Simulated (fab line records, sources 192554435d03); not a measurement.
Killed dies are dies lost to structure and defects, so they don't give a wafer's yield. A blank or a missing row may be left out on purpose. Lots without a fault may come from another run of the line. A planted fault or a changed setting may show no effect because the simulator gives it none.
Chamber matching | flow n5_finfet | N5_BEOL_M7_ETCH_65 on rie_diel-05: 4 sister chambers
The step etches SiARC in CF4, target depth 15.6 nm, time 26 s. 14 wafers are shown with their chamber, then 7 later ones without.

WAFERS WITH THEIR CHAMBER
wafer  | chamber | showerhead_plenum_p_Torr (Torr) | throttle_valve_pct (%) | oes_product_au (a.u.)
L986.2 | 1       | 2.04                            | 15.40                  | 0.62
L986.3 | 3       | 2.15                            | 15.61                  | 0.70
L986.5 | 3       | 2.15                            | 15.62                  | 0.70
L989.1 | 0       | 2.10                            | 15.15                  | 0.77
L989.2 | 2       | 2.14                            | 15.75                  | 0.63
L989.3 | 3       | 2.15                            | 15.63                  | 0.70
L988.3 | 0       | 2.10                            | 15.15                  | 0.76
L988.4 | 2       | 2.14                            | 15.75                  | 0.63
L988.6 | 3       | 2.15                            | 15.64                  | 0.69
L991.1 | 3       | 2.15                            | 15.62                  | 0.68
L991.3 | 0       | 2.10                            | 15.16                  | 0.76
L991.5 | 1       | 2.03                            | 15.43                  | 0.62
L994.3 | 1       | 2.03                            | 15.40                  | 0.63
L994.4 | 2       | 2.14                            | 15.74                  | 0.63

SIGNATURES (means of the wafers above)
reading                  | chamber 0 | chamber 1 | chamber 2 | chamber 3 | scatter within a chamber
showerhead_plenum_p_Torr | 2.1000    | 2.0333    | 2.1400    | 2.1500    | 0.00258
throttle_valve_pct       | 15.1533   | 15.4100   | 15.7467   | 15.6240   | 0.0112
oes_product_au           | 0.7633    | 0.6233    | 0.6300    | 0.6940    | 0.00673
Rule: a wafer's distance from a chamber is the root of the sum, over the readings, of the square of ((its reading less the chamber's mean) divided by the reading's scatter). The wafer belongs to the nearest chamber; if the next one is less than 2 further off, it can't be placed. The scatter: the root of (the sum of the squares of (reading less its chamber's mean) over the shown wafers, divided by (wafers less chambers)).

WAFERS WITHOUT THEIR CHAMBER
wafer  | showerhead_plenum_p_Torr (Torr) | throttle_valve_pct (%) | oes_product_au (a.u.)
L994.6 | 2.10                            | 15.13                  | 0.76
L999.1 | 2.13                            | 15.79                  | 0.62
L999.2 | 2.09                            | 15.19                  | 0.74
L999.5 | 2.09                            | 15.18                  | 0.75
L101.5 | 2.13                            | 15.78                  | 0.61
L106.2 | 2.09                            | 15.21                  | 0.73
L106.3 | 2.02                            | 15.48                  | 0.61

WHICH CHAMBER EACH WENT THROUGH
wafer  | from the rows above | in truth
L994.6 | 0                   | 0
L999.1 | 2                   | 2
L999.2 | 0                   | 0
L999.5 | 0                   | 0
L101.5 | 2                   | 2
L106.2 | 0                   | 0
L106.3 | 1                   | 1
Placed correctly: 7 of 7. Can't be placed from these rows: 0. Placed wrongly: 0.
